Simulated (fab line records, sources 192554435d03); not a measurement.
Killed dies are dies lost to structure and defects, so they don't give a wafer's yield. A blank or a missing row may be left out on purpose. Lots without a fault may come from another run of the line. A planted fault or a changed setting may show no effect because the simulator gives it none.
Split-lot experiment | flow n5_finfet | 7 lots, 21 wafers read, on a route of 1938 steps

THE SPLIT
At N5_FIN_SAQP_PECVD_06 (deposits a-Si from SiH4/He, target thk 60 nm, time 48.1 s), the setting time_s was moved away from the recipe's 48.1 s on 6 of the 21 wafers read, by -13.2% to +13.3%. The other wafers ran this setting at the recipe's value.

FROM THE SPLIT TO THE READING: what the file shows between them, 7 steps
- N5_FIN_SAQP_THK_MEAS_07
- N5_FIN_SAQP_EXPOSE_13: exposes mask FIN CORE, target cd 35.6 nm (also split here: dose_mj)
- N5_FIN_SAQP_PEB_14: peb time 60 s
- N5_FIN_SAQP_DEVELOP_15: develop time 30 s
- N5_FIN_SAQP_CD_MEAS_16: target cd 35.6 nm
- N5_FIN_SAQP_HM_OPEN_73: chemistry CHF3/O2, target SiO2, stops on a-Si, target depth 12 nm, time 16.8 s
- N5_FIN_SAQP_STRIP_74: strips in CHF3/O2

THE READING
etch.depth_nm (the simulator's own value, which no gauge read), in nm, at N5_FIN_SAQP_MANDREL_ETCH_22 (etches a-Si in HBr/Cl2, stops on SiNx, target depth 60 nm, bt time 10 s, time 30 s). The file gives no usual value for it. The 15 wafers here that ran the recipe average 60.04 nm, standard deviation 1.1 nm.

wafer  | tool, chamber at the split | time_s as run, s | against the recipe | etch.depth_nm, nm | against lot-mates on the recipe
L076.1 | pecvd-03, 2                | 48.1             | recipe             | 58.1              | -
L076.3 | pecvd-03, 1                | 48.1             | recipe             | 58.76             | -
L076.4 | pecvd-03, 0                | 48.1             | recipe             | 59.77             | -
L086.2 | pecvd-03, 2                | 50.74            | +5.5%              | 62.04             | +1.23
L086.3 | pecvd-03, 0                | 48.1             | recipe             | 60.82             | -
L086.4 | pecvd-03, 0                | 48.1             | recipe             | 60.81             | -
L087.1 | pecvd-01, 0                | 48.1             | recipe             | 60.92             | -
L087.2 | pecvd-01, 2                | 41.76            | -13.2%             | 52.32             | -8.60
L087.6 | pecvd-01, 2                | 41.76            | -13.2%             | 53.41             | -7.51
L089.1 | pecvd-01, 2                | 48.1             | recipe             | 60.83             | -
L089.4 | pecvd-01, 0                | 48.1             | recipe             | 61.52             | -
L089.5 | pecvd-01, 2                | 52.5             | +9.1%              | 67.56             | +6.39
L090.2 | pecvd-04, 2                | 54.51            | +13.3%             | 67.44             | +7.77
L090.4 | pecvd-04, 1                | 48.1             | recipe             | 59.82             | -
L090.5 | pecvd-04, 0                | 48.1             | recipe             | 59.51             | -
L092.2 | pecvd-04, 1                | 48.1             | recipe             | 59                | -
L092.3 | pecvd-04, 2                | 48.1             | recipe             | 58.4              | -
L092.4 | pecvd-04, 0                | 43.55            | -9.5%              | 53.16             | -5.54
L094.1 | pecvd-01, 1                | 48.1             | recipe             | 59.92             | -
L094.5 | pecvd-01, 1                | 48.1             | recipe             | 60.92             | -
L094.6 | pecvd-01, 0                | 48.1             | recipe             | 61.53             | -

THE FIT
A straight line over all 21 wafers: etch.depth_nm changes by +0.594 nm for each +1% of time_s; r = +0.95; the points scatter about the line by 1.2 nm.
The same after taking each lot's own level away (the mean of its wafers on the recipe; 21 wafers): +0.594 nm for each +1%; r = +0.98; scatter 0.68 nm.
On that fit, the largest move of time_s shifts the reading by 7.9 nm.
The lots' own levels span 58.700 to 61.175 nm, that is 2.3 times the standard deviation above.
So the lot-to-lot level changes the slope little: the two slopes agree.
Check: with one of the wafers moved furthest among these (+13.3%) left out of the fit, the line predicts +7.88 nm for it against its lot-mates. It came out at +7.77 nm against them.

OTHER SPLITS ON THESE WAFERS
These wafers also went through other splits before the reading. Each is held against what the fit with the lots' levels taken away leaves over:
other split on the same wafers | wafers away from the commonest value | r with etch.depth_nm (lot level and that fit taken away)
N5_ZERO_LAYER_PECVD_02 time_s  | 8                                    | +0.03
N5_FIN_SAQP_EXPOSE_13 dose_mj  | 9                                    | +0.18

THE WHOLE CHAIN: every reading that the file lists as answering this split, in the file's order
step                        | what it does                                                                       | reading                                                                           | change (the file's fit)               | r (the file's)
N5_FIN_SAQP_PECVD_06        | deposits a-Si from SiH4/He, target thk 60 nm, time 48.1 s                          | a-Si_of_FIN_SAQP_PECVD_06.thk_nm (the simulator's own value, which no gauge read) | +0.592 nm for each +1% of the setting | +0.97
N5_FIN_SAQP_THK_MEAS_07     |                                                                                    | thk_nm                                                                            | withheld for each +1% of the setting  | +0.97
N5_FIN_SAQP_MANDREL_ETCH_22 | etches a-Si in HBr/Cl2, stops on SiNx, target depth 60 nm, bt time 10 s, time 30 s | etch.depth_nm (the simulator's own value, which no gauge read)                    | +0.59 nm for each +1% of the setting  | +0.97

THE FILE'S OWN FIT
etch.depth_nm changes by +0.59 nm for each +1% of time_s, r = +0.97.
